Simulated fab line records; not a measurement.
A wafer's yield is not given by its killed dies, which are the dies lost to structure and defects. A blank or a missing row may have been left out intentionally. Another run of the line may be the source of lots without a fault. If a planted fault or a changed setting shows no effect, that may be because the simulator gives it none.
Which tool is to blame? | flow n5 finfet | 10 lots with 30 wafers sampled at 5 steps, on a route of 1938 steps

## WHAT THE GAUGES SHOWED, per wafer
N5_BEOL_M11_CD_MEAS_18: pitch 140 nm, target cd 70 nm.
lot  | measured     | on        | cd nm (nm)
L822 | day 12 19:26 | cd sem-02 | 69.6 69.9 70.1
L823 | day 12 20:46 | cd sem-02 | 69.9 69.9 69.5
L826 | day 13 04:04 | cd sem-01 | 71.0 70.6 71.3
L828 | day 14 08:14 | cd sem-01 | 70.0 70.1 70.2
L839 | day 17 12:55 | cd sem-03 | 69.8 69.5 70.0
L835 | day 17 15:10 | cd sem-01 | 70.0 70.1 70.0
L836 | day 17 22:47 | cd sem-01 | 70.3 70.4 70.5
L837 | day 18 03:04 | cd sem-03 | 70.3 70.3 70.4
L840 | day 18 03:34 | cd sem-02 | 69.6 69.3 69.9
L842 | day 18 07:20 | cd sem-01 | 69.0 70.3 69.7

N5_BEOL_M11_INSPECT_58: inspects for defects (darkfield).
lot  | measured     | on                | raw defect count
L822 | day 13 00:17 | defect inspect-02 | 124 30 52
L823 | day 13 02:52 | defect inspect-01 | 112 86 38
L826 | day 13 11:26 | defect inspect-01 | 62 50 638
L828 | day 14 13:15 | defect inspect-01 | 39 55 581
L839 | day 17 16:20 | defect inspect-02 | 64 60 42
L835 | day 17 21:08 | defect inspect-01 | 85 57 63
L836 | day 18 06:07 | defect inspect-01 | 59 37 59
L837 | day 18 07:22 | defect inspect-01 | 75 82 60
L840 | day 18 09:43 | defect inspect-02 | 69 48 123
L842 | day 18 11:00 | defect inspect-02 | 65 82 101

N5_BEOL_M12_CD_MEAS_10: the cd target is 140 nm.
lot  | measured     | on        | cd nm (nm)
L822 | day 13 00:46 | cd sem-01 | 139.9 140.0 139.6
L823 | day 13 03:29 | cd sem-02 | 139.2 139.6 140.7
L826 | day 13 11:55 | cd sem-02 | 140.1 139.6 140.3
L828 | day 14 13:50 | cd sem-03 | 140.7 140.4 140.4
L839 | day 17 16:49 | cd sem-01 | 140.4 140.2 139.8
L835 | day 17 21:44 | cd sem-03 | 139.1 137.4 138.2
L836 | day 18 06:35 | cd sem-01 | 138.0 137.8 138.9
L837 | day 18 07:58 | cd sem-03 | 140.0 139.6 140.9
L840 | day 18 10:11 | cd sem-01 | 139.4 140.2 140.2
L842 | day 18 11:36 | cd sem-03 | 139.8 142.3 141.1

N5_BEOL_M12_INSPECT_12: inspects for defects (macro).
lot  | measured     | on                | raw defect count
L822 | day 13 00:49 | defect inspect-01 | 4 0 0
L823 | day 13 03:32 | defect inspect-01 | 2 1 3
L826 | day 13 11:58 | defect inspect-01 | 4 1 >300
L828 | day 14 13:54 | defect inspect-02 | 0 2 >300
L839 | day 17 16:52 | defect inspect-01 | 1 0 3
L835 | day 17 21:47 | defect inspect-01 | 2 3 2
L836 | day 18 06:39 | defect inspect-02 | 1 2 0
L837 | day 18 08:01 | defect inspect-01 | 5 1 3
L840 | day 18 10:14 | defect inspect-01 | 1 2 1
L842 | day 18 11:39 | defect inspect-01 | 3 7 3

## WHAT TOOL EACH LOT RAN ON (gives the tool, then ch and the chambers of the sampled wafers, and finally the start)
lot  | N5_BEOL_M11_PRE_CLEAN_55
L822 | pecvd-01 ch 0,1,2, day 13 00:11
L823 | pecvd-01 ch 0,1, day 13 02:45
L826 | pecvd-01 ch 1,2, day 13 11:19
L828 | pecvd-01 ch 0,1, day 14 13:08
L839 | pecvd-01 ch 1,2, day 17 16:13
L835 | pecvd-01 ch 0,1, day 17 21:02
L836 | pecvd-01 ch 0,1, day 18 06:01
L837 | pecvd-01 ch 0,1, day 18 07:16
L840 | pecvd-02 ch 0,2, day 18 09:36
L842 | pecvd-01 ch 0,1, day 18 10:53
- N5_BEOL_M11_PRE_CLEAN_55: time 15 s.

## WHAT THE TOOLS THEMSELVES READ (means of the sampled wafers that have a number; where no wafer has one, the mark that the record gives instead)
N5_BEOL_M11_PRE_CLEAN_55.
lot  | tool     | rf fwd power W (W)
L822 | pecvd-01 | 295.3
L823 | pecvd-01 | 294.8
L826 | pecvd-01 | 295.3
L828 | pecvd-01 | 295.7
L839 | pecvd-01 | 293.7
L835 | pecvd-01 | 294.2
L836 | pecvd-01 | 294.0
L837 | pecvd-01 | 294.3
L840 | pecvd-02 | 293.1
L842 | pecvd-01 | 294.9

## THE ANSWER, worked out from the rows above alone
Rule: the usual values come from the lots themselves. Put in order of their means at a reading, lots are off if they are a third of the lots or fewer, leave a main group of 4 or more, and stand apart from it by a gap of 3 or more times the standard deviation of the main group's means; of several such gaps the widest counts. If all means in a main group match to the digits the tables above print for the reading, that group is not used. Also off: a lot with no number at a reading for which 4 or more lots have one. Any other lot the step has rows for is counted as sound. First the gauges in route order, then the tools' own readings, where a lot's mean is used as printed above. At the first step where some lot is off, the reading lying furthest off is the one used; lots without a number count as furthest.
Off, at N5_BEOL_M11_INSPECT_58 on raw defect count: L826, L828. For the main group the mean is 70 and the standard deviation 11.
A tool fits if, at a process step before that reading, it ran every lot that is off, and no sound lot after the first of them. The gauges at N5_BEOL_M11_INSPECT_58 are tried like those tools. Of those tried, none fits.

## WHAT HAD BEEN PUT IN BY THE SIMULATOR
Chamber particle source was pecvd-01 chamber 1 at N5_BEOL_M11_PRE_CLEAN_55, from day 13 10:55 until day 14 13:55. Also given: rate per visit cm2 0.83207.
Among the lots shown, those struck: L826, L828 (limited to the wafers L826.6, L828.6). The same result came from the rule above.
